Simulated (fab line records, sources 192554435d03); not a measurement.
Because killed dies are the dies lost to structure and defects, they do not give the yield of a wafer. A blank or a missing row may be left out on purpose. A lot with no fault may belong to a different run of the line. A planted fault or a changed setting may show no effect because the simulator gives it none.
fab line records | flow n5-finfet
[record] lots = 4 | wafers = 12 | last-day = 18
route steps=1938 shown BEOL_M4@1099 BEOL_M5@1112 BEOL_M15@1819 PASSIVATION@1936
lots that met no fault: taken from a fault-free run of the same line
start-h: the number of hours between the record's first day and the start of the first shown wafer of the lot | wait-h: hours since the lot's step before | " the same as in the row above | L1.1+2: one row covering several wafers at once | - either no value or no given start | * or withheld: withheld | < > ~ a bound
route shown NAME@n: names a module that has steps shown in the file, with the first one's number in the route | usual: the fault-free wafers' mean and standard deviation | same: alike in all rows | chamber/n: place in a boat | sites: the reading at each site | _std_site: standard deviation across them | _edge_site: the outer-site mean with the inner-site mean subtracted | radius-mm: how far each site lies from the wafer's centre | mask NAME#n: copy n | behind: the last tool/chamber to shape the wafer | hold: why the lot went on hold/how many hours it stayed there/how the hold came to an end | device: whichever transistor did not switch (one of n, p or np) | end of line: the tests these same wafers got at the end of their route | where a step has no rows: the recipe by itself | killed: at the first sort, the dies lost to defects and structure; wafer yield is something else | map: shows each die of a wafer: x if killed, . if not, _ if none is there
set.NAME: the setting as run; set.NAME@STEP: as run at that earlier step | model.NAME: the simulator's own value behind a step, which no gauge read
certain route steps with their lots: each step a table, each wafer a row
services: the hour from which a tool's chamber was out of use, counted from the record's first day as start-h (under 0 if before that day), plus the number of hours and why
[[steps]]
[step N5_BEOL_M4_ANNEAL_95]
[recipe] temp-c = 400 | time-s = 240 | ambient = vacuum
[step N5_BEOL_M4_SPUTTER_96]
[recipe] material = Cu | target-thk-a = 45 | temp-c = -20 | chamber-pressure-pa = 0.07 | power-w = withheld | time-s = 8.29
[step N5_BEOL_M4_ECD_50]
[recipe] material = Cu | target-thk-a = 3000
[step N5_BEOL_M4_ANNEAL_51]
[recipe] temp-c = 225 | time-s = 90 | ambient = N2
[step N5_BEOL_M4_CMP_52]
[recipe] stop-on = SiOC | t-overpolish-s = 6.8 | down-force-psi = 1 | platen-rpm = 50 | clearing-platen-down-force-psi = 1.5 | clearing-platen-rpm = 50 | post-cmp-clean = cu-alkaline | target-thk-nm = 40 | clearing-platen-pad-velocity-m-s = 0.99484 | pad-velocity-m-s = 0.99484
[step N5_BEOL_M4_PRE_CLEAN_60]
[recipe] gas = NH3/H2 | time-s = 15 | temp-c = * | rf-power-w = 300
[step N5_BEOL_M4_CO_CAP_55]
[recipe] material = Co | target-thk-a = 20 | temp-c = 200 | precursor = CCTBA/H2 | pressure-torr = 30 | time-s = 102.1
[step N5_BEOL_M4_PRE_CLEAN_56]
[recipe] gas = NH3 | time-s = 15 | temp-c = withheld | rf-power-w = 300
[step N5_BEOL_M4_DEP_57]
[recipe] material = SiCN | target-thk-a = 80 | temp-c = withheld | precursor = 3MS/NH3 | pressure-torr = 3 | rf-w = 202 | time-s = 14
[step N5_BEOL_M4_RC_MEAS_101]
[usual] DIBL_N = 36.3/1.8 | DIBL_P = 36.5/2.1 | IOFF_N = 0.16/0.031 | IOFF_P = 0.22/0.038 | ION_N = 677/12 | ION_P = 466/7.8 | SS_N = 71.5/0.61 | SS_P = 73.2/0.7 | VT_N = 249/3 | VT_P = -248.9/3
lot.wafer | tool      | chamber | start-h | wait-h | DIBL_N[mV/V] | DIBL_P[mV/V] | IOFF_N[nA/um] | IOFF_P[nA/um] | ION_N[uA/um] | ION_P[uA/um] | SS_N[mV/dec] | SS_P[mV/dec] | VT_N[mV] | VT_P[mV]
L301.2    | prober-02 | 0       | 248.87  | 0.2    | 36.3         | 35.4         | 0.18          | 0.22          | 698          | 473          | 71.0         | 73.7         | 247      | -249.2
L301.4    | "         | 0       | "       | "      | 36.6         | 35.6         | 0.18          | 0.23          | 686          | 470          | 71.3         | 73.3         | 246      | -248.0
L301.5    | "         | 0       | "       | "      | 33.6         | 32.0         | 0.12          | 0.18          | 670          | 466          | 70.5         | 72.1         | 252      | -246.7
L306.1    | prober-01 | 0       | 267.18  | 0.0    | 37.1         | 36.5         | 0.16          | 0.24          | 671          | 467          | 70.6         | 73.2         | 250      | -246.0
L306.3    | "         | 0       | "       | "      | 37.5         | 36.2         | 0.16          | 0.23          | 686          | 464          | 71.1         | 73.2         | 247      | -248.2
L306.5    | "         | 0       | "       | "      | 35.2         | 33.4         | 0.12          | 0.18          | 653          | 451          | 70.8         | 71.9         | 255      | -251.4
L311.2    | prober-02 | 0       | 307.84  | 0.2    | 33.4         | 33.2         | 0.12          | 0.16          | 657          | 459          | 70.7         | 71.8         | 253      | -252.4
L311.3    | "         | 0       | "       | "      | 34.7         | 35.0         | 0.13          | 0.19          | 671          | 462          | 71.4         | 72.5         | 254      | -249.9
L311.6    | "         | 0       | "       | "      | 34.0         | 34.9         | 0.13          | 0.19          | 680          | 471          | 70.4         | 73.4         | 251      | -250.9
L312.1    | prober-01 | 0       | 316.30  | 0.0    | 35.0         | 35.3         | 0.14          | 0.22          | 685          | 479          | 71.6         | 73.0         | 251      | -248.2
L312.3    | "         | 0       | "       | "      | 36.7         | 37.8         | 0.17          | 0.25          | 675          | 471          | 71.2         | 73.9         | 249      | -245.9
L312.5    | "         | 0       | "       | "      | 34.5         | 35.2         | 0.14          | 0.21          | 689          | 477          | 71.6         | 72.5         | 250      | -250.0
[step N5_BEOL_M5_ILD_DEP_00]
[recipe] material = SiCOH_lowk | target-thk-a = 1406.4 | temp-c = 300 | precursor = DEMS/porogen | pressure-torr = 5 | rf-w = 500 | time-s = 25.9
[step N5_BEOL_M5_CURE_79]
[recipe] temp-c = 385 | time-s = 240 | ambient = He/Ar | material = SiCOH_lowk
[step N5_BEOL_M5_PECVD_70]
[recipe] material = SiO2 | target-thk-a = 160 | temp-c = 400 | precursor = TEOS/O2 | pressure-torr = 5.5 | rf-w = 450 | teos-flow-sccm = 53.8 | gas = O2 | flow-sccm = 3000 | time-s = 18
[step N5_BEOL_M5_HM_DEP_02]
[recipe] material = TiN | target-thk-a = 200 | temp-c = 25 | chamber-pressure-pa = 0.49996
[step N5_BEOL_M5_COAT_59]
[recipe] resist = SOC | temp-c = 250 | time-s = 60 | spin-rpm = 1500 | resist-thk-nm = 60
[step N5_BEOL_M5_COAT_60]
[recipe] resist = SiARC | temp-c = 220 | time-s = 60 | spin-rpm = 1500 | resist-thk-nm = 12
[step N5_BEOL_M5_COAT_71]
[recipe] resist = underlayer | temp-c = 205 | time-s = 60 | spin-rpm = 1500 | resist-thk-nm = 5
[step N5_BEOL_M5_COAT_05]
[recipe] resist = CAR-EUV | spin-rpm = 1500 | resist-thk-nm = 30
[step N5_BEOL_M5_EBR_07]
[recipe] solvent = PGMEA | ebr-width-mm = 1.5
[step N5_BEOL_M5_SOFTBAKE_06]
[recipe] temp-c = 110 | time-s = 60 | resist = CAR-EUV
[step N5_BEOL_M5_EXPOSE_08]
[recipe] mask-id = M5 | na = 0.33 | source-shape = annular | sigma-inner = 0.4 | sigma-outer = 0.8 | polarization = unpolarized | target-cd-nm = 28 | dose-mj = 35.75
[step N5_BEOL_M5_PEB_09]
[recipe] peb-temp-c = 100 | peb-time-s = 60 | resist = CAR-EUV
[step N5_BEOL_M5_DEVELOP_10]
[recipe] develop-time-s = 30 | developer = TMAH | resist = CAR-EUV | rinse-liquid = surfactant-rinse | dry = air-spin | dev-temp-c = 23
[step N5_BEOL_M5_DESCUM_16]
[recipe] chemistry = O2 | time-s = 7 | source-power-w = 50 | bias-power-w = 20 | pressure-mtorr = 20 | rf-frequency-hz = 2.712e+07 | temp-c = 40 | resist = CAR-EUV | o2-flow-sccm = 225
[step N5_BEOL_M5_ETCH_72]
[recipe] chemistry = N2/H2 | target = underlayer | target-depth-a = 65 | mask-material = CAR-EUV | time-s = 5.2 | ion-energy-ev = 200 | pressure-mtorr = 30 | source-w = 840 | bias-w = 150 | n2-flow-sccm = 200 | h2-flow-sccm = 200 | ends = cleared
[step N5_BEOL_M5_ETCH_61]
[recipe] chemistry = CF4 | target = SiARC | target-depth-a = 156 | mask-material = CAR-EUV | time-s = 26 | ion-energy-ev = 80 | pressure-mtorr = 40 | source-w = 545 | bias-w = 36 | Ar_flow_sccm = 100 | cf4-flow-sccm = 100 | ends = cleared
[step N5_BEOL_M5_ETCH_62]
[recipe] chemistry = N2/H2 | target = SOC | target-depth-a = 750 | overetch-a = 150 | mask-material = SiARC | temp-c = 40 | time-s = 112.5 | ion-energy-ev = 200 | pressure-mtorr = 30 | source-w = 840 | bias-w = 150 | n2-flow-sccm = 200 | h2-flow-sccm = 200
[step N5_BEOL_M5_STRIP_63]
[recipe] chemistry = N2/H2 | temp-c = 40 | n2-flow-sccm = 200 | h2-flow-sccm = 200 | rf-frequency-hz = 6e+07
[step N5_BEOL_M5_STRIP_73]
[recipe] chemistry = N2/H2 | temp-c = 40 | n2-flow-sccm = 200 | h2-flow-sccm = 200 | rf-frequency-hz = 6e+07
[step N5_BEOL_M5_STRIP_64]
[recipe] chemistry = CF4 | resist = SiARC | power-w = 300 | bias-power-w = 75 | pressure-mtorr = 50 | cf4-flow-sccm = 150 | rf-frequency-hz = 6e+07
[step N5_BEOL_M5_HM_OPEN_17]
[recipe] chemistry = Cl2/BCl3 | target-depth-a = 200 | overetch-a = 60 | target = TiN | mask-material = SOC | ion-energy-ev = 150 | pressure-mtorr = 10 | icp-w = 1000 | bias-w = 126 | Cl2_flow_sccm = 53.25 | bcl3-flow-sccm = 21.75 | Ar_flow_sccm = 25
[step N5_BEOL_M5_STRIP_19]
[recipe] chemistry = O2 | power-w = 400 | temp-c = 40 | pressure-mtorr = 30 | rf-frequency-hz = 6e+07 | bias-power-w = 0 | overash-fraction = 0.2 | o2-flow-sccm = 225
[step N5_BEOL_M5_COAT_65]
[recipe] resist = SOC | temp-c = 250 | time-s = 60 | spin-rpm = 1500 | resist-thk-nm = 60
[step N5_BEOL_M5_COAT_66]
[recipe] resist = SiARC | temp-c = 220 | time-s = 60 | spin-rpm = 1500 | resist-thk-nm = 12
[step N5_BEOL_M15_SPUTTER_43]
[recipe] material = TaN | target-thk-a = 150 | temp-c = 50 | bias-v = 168.6 | power-w = 15000 | chamber-pressure-pa = 0.12 | time-s = 24.19
[usual] bias-v = 168.6/1.7 | cathode-dc-power-W = 15000/3.1 | chamber-pressure-pa = 0.11999/0.00026 | throttle-valve-pct = 30.2/0.89
lot.wafer | tool           | chamber | start-h | wait-h | bias-v | cathode-dc-power-W | chamber-pressure-pa | throttle-valve-pct
L301.2    | pvd-sputter-03 | -       | 343.55  | 0.0    | -      | -                  | -                   | -
L301.4    | "              | -       | "       | "      | -      | -                  | -                   | -
L301.5    | "              | -       | "       | "      | -      | -                  | -                   | -
L306.1    | pvd-sputter-01 | -       | 350.19  | 0.0    | -      | -                  | -                   | -
L306.3    | "              | -       | "       | "      | -      | -                  | -                   | -
L306.5    | "              | -       | "       | "      | -      | -                  | -                   | -
L312.1    | pvd-sputter-02 | -       | 404.88  | 0.0    | 169.5  | 15000              | 0.12038             | 29.3
L312.3    | "              | -       | "       | "      | 167.1  | 15001              | 0.11982             | 29.9
L312.5    | "              | -       | "       | "      | 168.9  | 15004              | 0.12016             | 27.9
L311.2    | pvd-sputter-01 | -       | 404.96  | 0.0    | 168.4  | 15003              | 0.1196              | 29.4
L311.3    | "              | -       | "       | "      | 168.9  | 15004              | 0.12004             | 30.5
L311.6    | "              | -       | "       | "      | 170.3  | 15001              | 0.11963             | 30.5
[step N5_BEOL_M15_CMP_49]
[recipe] stop-on = SiO2 | t-overpolish-s = 4.9 | down-force-psi = 2 | platen-rpm = 80 | clearing-platen-down-force-psi = 2 | clearing-platen-rpm = 80 | post-cmp-clean = cu-alkaline | target-thk-nm = 850 | clearing-platen-pad-velocity-m-s = 1.5917 | pad-velocity-m-s = 1.5917
[usual] barrier-field-endpoint-s = 11.3/0.3 | motor-current-A = 8.4/0.9 | slurry-flow-ml-min = 150.0/0.49
lot.wafer | tool   | chamber | start-h | wait-h | barrier-field-endpoint-s | motor-current-A | slurry-flow-ml-min
L301.4    | cmp-03 | 2       | 344.36  | 0.1    | 5.6                      | 8.5             | 149.6
L301.2    | "      | 0       | "       | "      | 5.6                      | 7.2             | 149.8
L301.5    | "      | 3       | "       | "      | 5.3                      | 9.2             | 150.0
L306.3    | cmp-03 | 0       | 351.05  | 0.2    | 5.8                      | 7.4             | 150.2
L306.1    | "      | 1       | "       | "      | 5.5                      | 9.4             | 149.3
L306.5    | "      | 0       | "       | "      | 5.7                      | 7.8             | 149.8
L312.3    | cmp-03 | 1       | 406.33  | 0.3    | 11.4                     | 9.1             | 150.3
L312.1    | "      | 2       | "       | "      | 11.4                     | 8.1             | 150.3
L312.5    | "      | 3       | "       | "      | 11.3                     | 8.7             | 149.7
L311.2    | cmp-04 | 1       | 406.58  | 0.3    | 11.4                     | 8.2             | 149.4
L311.3    | "      | 2       | "       | "      | 11.2                     | 6.9             | 150.1
L311.6    | "      | 3       | "       | "      | 11.6                     | 10.8            | 149.4
[step N5_PASSIVATION_PROBE_49]
[usual] defect-limited-yield = 91.2/1.5 | killed_at_M0_to_M3 = 33/9.6 | killed_at_M4_up = 14/5.6 | killed-at-contacts = 14/5.5 | killed-at-front-end = 40/13 | killed-at-other = 4/3 | killed-dies = 104/17 | killed-on-rim = 14/4.3 | killed-open = 68/13 | killed-short = 33/7.2 | sort_bin_5_function = 5.2/0.95 | sort_bin_6_memory = 3.3/0.62 | sort-n-pass = 1076/17 | sort-yield-pct = 91.2/1.5
[same] gross-dies = 1180 | killed-at-back-side = 0 | sort_bin_4_leakage[%] = 0 | sort_bin_8_speed[%] = 0
lot.wafer | tool      | chamber | start-h | wait-h | defect-limited-yield[%] | killed_at_M0_to_M3 | killed_at_M4_up | killed-at-contacts | killed-at-front-end | killed-at-other | killed-dies | killed-on-rim | killed-open | killed-short | sort_bin_5_function[%] | sort_bin_6_memory[%] | sort-n-pass | sort-yield-pct[%]
L301.2    | prober-01 | -       | 360.29  | 0.1    | 82.1                    | 46                 | 108             | 12                 | 37                  | 8               | 211         | 20            | 86          | 31           | 14.2                   | 3.4                  | 969         | 82.1
L301.4    | prober-01 | -       | 360.39  | 0.2    | 85.2                    | 18                 | 101             | 18                 | 35                  | 3               | 175         | 6             | 65          | 26           | 11.6                   | 3.1                  | 1005        | 85.2
L301.5    | prober-01 | -       | 360.44  | 0.2    | 84.7                    | 28                 | 95              | 28                 | 26                  | 4               | 181         | 39            | 62          | 34           | 12.0                   | 3.2                  | 999         | 84.7
L306.1    | prober-02 | -       | 366.81  | 0.0    | 85.4                    | 19                 | 98              | 5                  | 40                  | 10              | 172         | 54            | 52          | 30           | 11.5                   | 2.7                  | 1008        | 85.4
L306.3    | prober-02 | -       | 366.91  | 0.1    | 82.9                    | 29                 | 127             | 7                  | 39                  | 0               | 202         | 29            | 70          | 34           | 13.7                   | 3.0                  | 978         | 82.9
L306.5    | prober-02 | -       | 367.01  | 0.2    | 84.2                    | 48                 | 80              | 12                 | 46                  | 0               | 186         | 29            | 70          | 42           | 12.0                   | 3.5                  | 994         | 84.2
L311.2    | prober-02 | -       | 426.38  | 0.1    | 91.4                    | 31                 | 7               | 11                 | 52                  | 0               | 101         | 16            | 63          | 33           | 5.1                    | 3.4                  | 1079        | 91.4
L311.3    | prober-02 | -       | 426.43  | 0.1    | 91.1                    | 40                 | 10              | 15                 | 40                  | 0               | 105         | 7             | 68          | 34           | 5.2                    | 3.6                  | 1075        | 91.1
L311.6    | prober-02 | -       | 426.58  | 0.3    | 91.9                    | 33                 | 4               | 9                  | 50                  | 0               | 96          | 13            | 67          | 26           | 4.8                    | 3.1                  | 1084        | 91.9
L312.1    | prober-01 | -       | 427.03  | 0.0    | 90.7                    | 37                 | 20              | 18                 | 33                  | 2               | 110         | 20            | 81          | 28           | 5.5                    | 3.6                  | 1070        | 90.7
L312.3    | prober-01 | -       | 427.13  | 0.1    | 93.4                    | 31                 | 5               | 12                 | 29                  | 1               | 78          | 11            | 59          | 19           | 4.1                    | 2.3                  | 1102        | 93.4
L312.5    | prober-01 | -       | 427.23  | 0.2    | 93.0                    | 23                 | 9               | 18                 | 33                  | 0               | 83          | 9             | 49          | 30           | 4.6                    | 2.4                  | 1097        | 93.0
// killed by level:class
L301.2 BEOL_M15:area-sputter=93 BEOL_M2:geometric-particle:open=20 FIN_SAQP:geometric-particle:short=13 ILD0:geometric-particle:open=8 MOL_CONTACT_COAG:geometric-particle:open=8 BEOL_M1:geometric-particle:open=8 BEOL_M3:geometric-particle:open=7 BEOL_M4:geometric-particle:open=7
L301.4 BEOL_M15:area-sputter=84 MOL_CONTACT_COAG:geometric-particle:open=17 FIN_SAQP:geometric-particle:open=11 BEOL_M4:geometric-particle:open=8 STARTING-WAFER:geometric-particle:open=5 STI_FIN_REVEAL:geometric-particle:open=4 BEOL_M2:geometric-particle:open=4 FIN_SAQP:geometric-particle:short=3
L301.5 BEOL_M15:area-sputter=83 MOL_CONTACT_COAG:geometric-particle:open=21 MOL_CONTACT_COAG:geometric-particle:short=7 BEOL_M2:geometric-particle:open=7 BEOL_M0_SAQP:geometric-particle:open=5 BEOL_M5:geometric-particle:short=4 STARTING-WAFER:geometric-particle:short=4 STARTING-WAFER:geometric-particle:open=4
L306.1 BEOL_M15:area-sputter=83 BEOL_M4:geometric-particle:open=8 FIN_SAQP:geometric-particle:short=6 GATE_CUT:geometric-particle:open=6 BEOL_M1:geometric-particle:open=5 MIM_TOP_ETCH:geometric-particle:open=5 FIN_SAQP:geometric-particle:open=4 STI_FIN_REVEAL:geometric-particle:open=4
L306.3 BEOL_M15:area-sputter=96 BEOL_M4:geometric-particle:open=13 FIN_SAQP:geometric-particle:open=7 DUMMY_GATE:geometric-particle:open=7 FIN_SAQP:geometric-particle:short=6 GATE_CUT:geometric-particle:short=6 MOL_CONTACT_COAG:geometric-particle:open=5 BEOL_M3:geometric-particle:open=5
L306.5 BEOL_M15:area-sputter=66 BEOL_M0_SAQP:geometric-particle:short=14 BEOL_M3:geometric-particle:open=11 MOL_CONTACT_COAG:geometric-particle:open=9 BEOL_M0_SAQP:geometric-particle:open=9 GATE_CUT:geometric-particle:open=7 DUMMY_GATE:geometric-particle:open=6 FIN_SAQP:geometric-particle:open=5
L311.2 STI_FIN_REVEAL:geometric-particle:open=12 FIN_SAQP:geometric-particle:open=10 BEOL_M2:geometric-particle:open=9 BEOL_M0_SAQP:geometric-particle:short=7 MOL_CONTACT_COAG:geometric-particle:open=5 MOL_CONTACT_COAG:geometric-particle:short=5 BEOL_M0_SAQP:geometric-particle:open=5 FIN_SAQP:geometric-particle:short=4
L311.3 BEOL_M0_SAQP:geometric-particle:open=13 STI_FIN_REVEAL:geometric-particle:open=12 MOL_CONTACT_COAG:geometric-particle:open=11 BEOL_M0_SAQP:geometric-particle:short=9 FIN_SAQP:geometric-particle:open=7 FIN_SAQP:geometric-particle:short=6 BEOL_M2:geometric-particle:open=6 BEOL_M5:geometric-particle:open=5
L311.6 FIN_SAQP:geometric-particle:open=17 FIN_SAQP:geometric-particle:short=9 BEOL_M2:geometric-particle:open=9 MOL_CONTACT_COAG:geometric-particle:open=8 BEOL_M3:geometric-particle:open=8 BEOL_M0_SAQP:geometric-particle:open=6 STI_FIN_REVEAL:geometric-particle:open=5 GATE_CUT:geometric-particle:open=4
L312.1 MOL_CONTACT_COAG:geometric-particle:open=13 FIN_SAQP:geometric-particle:short=10 FIN_SAQP:geometric-particle:open=10 BEOL_M4:geometric-particle:open=10 BEOL_M2:geometric-particle:open=9 BEOL_M1:geometric-particle:open=9 STI_FIN_REVEAL:geometric-particle:open=7 MOL_CONTACT_COAG:geometric-particle:short=5
L312.3 BEOL_M3:geometric-particle:open=22 MOL_CONTACT_COAG:geometric-particle:open=11 FIN_SAQP:geometric-particle:open=10 STI_FIN_REVEAL:geometric-particle:open=7 FIN_SAQP:geometric-particle:short=6 BEOL_M0_SAQP:geometric-particle:short=3 STI_FIN_REVEAL:geometric-particle:short=2 BEOL_M0_SAQP:geometric-particle:open=2
L312.5 MOL_CONTACT_COAG:geometric-particle:open=12 FIN_SAQP:geometric-particle:short=11 FIN_SAQP:geometric-particle:open=8 MOL_CONTACT_COAG:geometric-particle:short=6 BEOL_M2:geometric-particle:open=5 BEOL_M0_SAQP:geometric-particle:open=4 BEOL_M0_SAQP:geometric-particle:short=4 BEOL_M4:geometric-particle:open=4
// map L301.2 (x killed, . not)
_________________...x........________________
______________..x..............._____________
___________.....................x..__________
__________.........x........x..x..x._________
________..................x.........x._______
_______.x...........x..................______
______..x...x............x...x......xx.._____
_____..x.....x...x.x.x.xx.x....x....x....____
____x.................................xx..___
___........xx...........x...x.x...x.......x__
___........x..xx.x.x......x...xx.....x...x.__
__.x.x.........x..xx..x...x.x.............x._
__...............x.xxx...x.................x_
_x.............x..xx.xxxxx..x..xx......x.....
_........x...x.x....x..x.xx.xxx.......x.x....
_......xx..x..x..x..x...x.x.....x..x.........
_..........x....x.x.x.x..x....x.x.x..........
_........x...xxx..xx..xxxxx....x...........x.
_........x....x....x..xx.xx.x......x.....xx..
_........x.x...x.xx....x.x.xxxxx.....xx.....x
_............xxx...xxx...xx.....x............
__.........xx..xx.x..xx..xx.x..............x_
__.......................xxx................_
___x..........xx...........x...........x...__
___.....x.........xx....xx......x.....x....__
____..x........x..x.x..x..x.........x.....___
_____.....x...x...............x.xx..x....____
______.....x.......x...x......x........._____
_______..........xx......x...........x.______
________.............xx....x.......xx._______
__________..................x......._________
___________........................__________
______________.....x......x..x.._____________
_________________...........x________________
// map L306.3 (x killed, . not)
_________________.....x......________________
______________.x................_____________
___________........................__________
__________.................x.....x.._________
________xx...x........................_______
_______.x............x........x........______
______.........................x....x..._____
_____.....x....x......x......x...........____
____...........x.....x......x........x.x..___
___................x..........x....x.......__
___....x.x..........x....x............x....__
__...................x......x...x.......x..._
__................x....x....xxx..x.........._
_......x.......x.........................x...
_...............................x............
_..........x......x..x.................x.....
_.x.............xx..........x........x.......
_........x...x....x........x......x..........
_x.................x..x.........x.x...xxx..x.
_x................x.....xx.................x.
_..x.xx........x......x..xx.x.xx.x..x.x..xx.x
__.x....x.....x......xx..x...x......x..x..xx_
__...x.x........xx.........x..x..xxxx..xx.x._
___...............x...x...x.......x...xxx.x__
___..........x.x......x.xx....x.x...xx.x...__
____x.x............x.x.x....xx.x....x.x...___
_____x........xx.x..xx....x....xx...x.xx.____
______.........x...x......x.x.x.......x._____
_______........xxx.........xx.xxxx.....______
________...x..x........x..x.x.x.x...x._______
__________x........x..x.xx.xxxx....._________
___________...x.x...x....x...x..xx.__________
______________...x...x.x...x..xx_____________
_________________x.....x.xxxx________________
[[services]]
tool           | chamber | start-h | hours | kind
pvd-sputter-01 | -       | 326.95  | 3.2   | repair
cmp-04         | -       | 331.13  | 5.2   | repair
cmp-04         | -       | 349.07  | 4.2   | repair
cmp-03         | -       | 351.54  | 0.9   | repair
cmp-03         | -       | 355.75  | 5.8   | pm
pvd-sputter-02 | -       | 360.36  | 9.0   | repair
cmp-03         | -       | 362.54  | 1.7   | repair
pvd-sputter-02 | -       | 373.64  | 2.1   | repair
cmp-04         | -       | 376.36  | 4.0   | pm
cmp-03         | -       | 400.92  | 1.1   | repair
[[key]]
[first-sign] step = N5_BEOL_M15_SPUTTER_43 | reading = tool-record | direction = missing
[effect] step = N5_BEOL_M15_CMP_49 | reading = barrier-field-endpoint-s | direction = down | sigmas = 19 | usual = 11.3 | struck = 5.6
[effect] step = N5_PASSIVATION_PROBE_49 | reading = killed_at_M4_up | direction = up | sigmas = 16 | usual = 14 | struck = 102
[more-kills-born-at] N5_BEOL_M15_SPUTTER_43@pvd-sputter-03 = 260 | N5_BEOL_M15_SPUTTER_43@pvd-sputter-01 = 245
met-at N5_BEOL_M15_SPUTTER_43
struck-wafers L301.2,L301.4,L301.5,L306.1,L306.3,L306.5
[fault] kind = skipped-step-whole | tool = pvd-sputter-01,pvd-sputter-03 | chamber = - | onset-h = 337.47 | steps = N5_BEOL_M15_SPUTTER_43 | scope = struck-lots-only
